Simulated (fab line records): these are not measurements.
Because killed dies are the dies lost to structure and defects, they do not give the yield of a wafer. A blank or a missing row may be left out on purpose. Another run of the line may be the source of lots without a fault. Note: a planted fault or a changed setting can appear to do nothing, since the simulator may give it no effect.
Which of the tools did it?    flow nand_harc    21 wafers from 7 lots sampled at 3 of the route's 1302 steps

== WHAT THE GAUGES READ, wafer by wafer ==
NHARC_P_GATE_INSPECT_68.
lot   measured      on                 raw_defect_count
L200  day 8 09:52   defect_inspect-01  1356 1259 1300
L206  day 10 18:54  defect_inspect-02  319 302 344
L209  day 11 20:29  defect_inspect-01  165 104 135
L211  day 12 22:13  defect_inspect-01  269 338 197
L213  day 14 00:25  defect_inspect-01  446 264 342
L214  day 14 11:49  defect_inspect-02  200 188 180
L217  day 15 11:50  defect_inspect-02  189 202 185

== TOOL THAT RAN EACH LOT (tool first, then ch and the chambers of the sampled wafers, then the start) ==
lot   NHARC_P_GATE_STRIP_95                 NHARC_P_GATE_SPUTTER_79
L200  plasma_asher-02 ch 0,1, day 8 07:44   pvd_sputter-01, day 8 08:55
L206  plasma_asher-02 ch 0,1, day 10 16:52  pvd_sputter-02, day 10 17:54
L209  plasma_asher-01 ch 0,1, day 11 18:42  pvd_sputter-01, day 11 19:44
L211  plasma_asher-01 ch 0,1, day 12 20:24  pvd_sputter-01, day 12 21:26
L213  plasma_asher-02 ch 0,1, day 13 22:37  pvd_sputter-02, day 13 23:40
L214  plasma_asher-02 ch 1, day 14 10:00    pvd_sputter-03, day 14 11:02
L217  plasma_asher-02 ch 0,1, day 15 10:01  pvd_sputter-01, day 15 11:03
- NHARC_P_GATE_STRIP_95: strips in O2.
- NHARC_P_GATE_SPUTTER_79: material TiN, target thk 10 nm.

== THE ANSWER, worked out from the rows above alone ==
Rule: the usual values come from the lots themselves. Put in order of their means at a reading, lots are off if they are a third of the lots or fewer, leave a main group of 4 or more, and stand apart from it by a gap of 3 or more times the standard deviation of the main group's means; of several such gaps the widest counts. A main group is skipped when, at the precision printed for the reading in the tables above, its means are all equal. A lot without any number at a reading at which 4 lots or more have one is off too. Any other lot the step has rows for is counted as sound.
Off: L200, at NHARC_P_GATE_INSPECT_68 (raw_defect_count). The main group: mean 243, standard deviation 77.
If a tool, at a process step before that reading, ran all the lots that are off and no sound lot after the first of them, it fits. Those tools and the gauges at NHARC_P_GATE_INSPECT_68 are tried in the same way. Not one of the candidates tried fits.

== WHAT HAD BEEN PUT IN BY THE SIMULATOR ==
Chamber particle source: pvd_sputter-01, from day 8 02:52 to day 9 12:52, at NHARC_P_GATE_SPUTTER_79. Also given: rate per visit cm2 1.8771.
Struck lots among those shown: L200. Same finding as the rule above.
